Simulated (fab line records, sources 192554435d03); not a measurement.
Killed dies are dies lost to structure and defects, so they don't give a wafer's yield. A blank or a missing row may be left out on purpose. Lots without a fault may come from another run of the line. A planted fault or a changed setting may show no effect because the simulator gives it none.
Chamber matching | flow n5_finfet | N5_MIM_BOT_ETCH_ETCH_04 on rie_diel-02: 4 sister chambers
The step etches SiNx in CF4/O2, target depth 26 nm, time 13 s. 8 wafers are shown with their chamber, then 11 later ones without.

WAFERS WITH THEIR CHAMBER
wafer  | chamber | showerhead_plenum_p_Torr (Torr) | drypump_motor_current_A (A)
L080.3 | 2       | 2.34                            | 5.9
L082.3 | 0       | 2.19                            | 5.3
L086.4 | 2       | 2.33                            | 5.9
L086.5 | 3       | 2.26                            | 5.7
L087.3 | 1       | 2.11                            | 5.6
L087.5 | 3       | 2.26                            | 5.6
L087.6 | 0       | 2.19                            | 5.3
L090.2 | 1       | 2.11                            | 5.7

WAFERS WITHOUT THEIR CHAMBER
wafer  | showerhead_plenum_p_Torr (Torr) | drypump_motor_current_A (A)
L090.3 | 2.19                            | 5.3
L090.4 | 2.33                            | 5.9
L092.2 | 2.25                            | 5.6
L092.5 | 2.11                            | 5.6
L092.6 | 2.33                            | 5.9
L095.2 | 2.25                            | 5.6
L095.3 | 2.33                            | 5.9
L095.5 | 2.32                            | 5.9
L094.1 | 2.33                            | 5.9
L094.5 | 2.32                            | 5.9
L094.6 | 2.25                            | 5.6

WHICH CHAMBER EACH WENT THROUGH
wafer  | from the rows above | in truth
L090.3 | 0                   | 0
L090.4 | 2                   | 2
L092.2 | 3                   | 3
L092.5 | 1                   | 1
L092.6 | 2                   | 2
L095.2 | 3                   | 3
L095.3 | 2                   | 2
L095.5 | 2                   | 2
L094.1 | 2                   | 2
L094.5 | 2                   | 2
L094.6 | 3                   | 3
Placed correctly: 11 of 11. Can't be placed from these rows: 0. Placed wrongly: 0.
How it was worked out, from the rows above alone: a wafer's distance from a chamber is the root of the sum, over the readings, of the square of ((its reading less the chamber's mean) divided by the reading's scatter). The wafer belongs to the nearest chamber; if the next one is less than 2 further off, it can't be placed. A chamber's mean is the mean of its shown wafers. The scatter: the root of (the sum of the squares of (reading less its chamber's mean) over the shown wafers, divided by (wafers less chambers)).
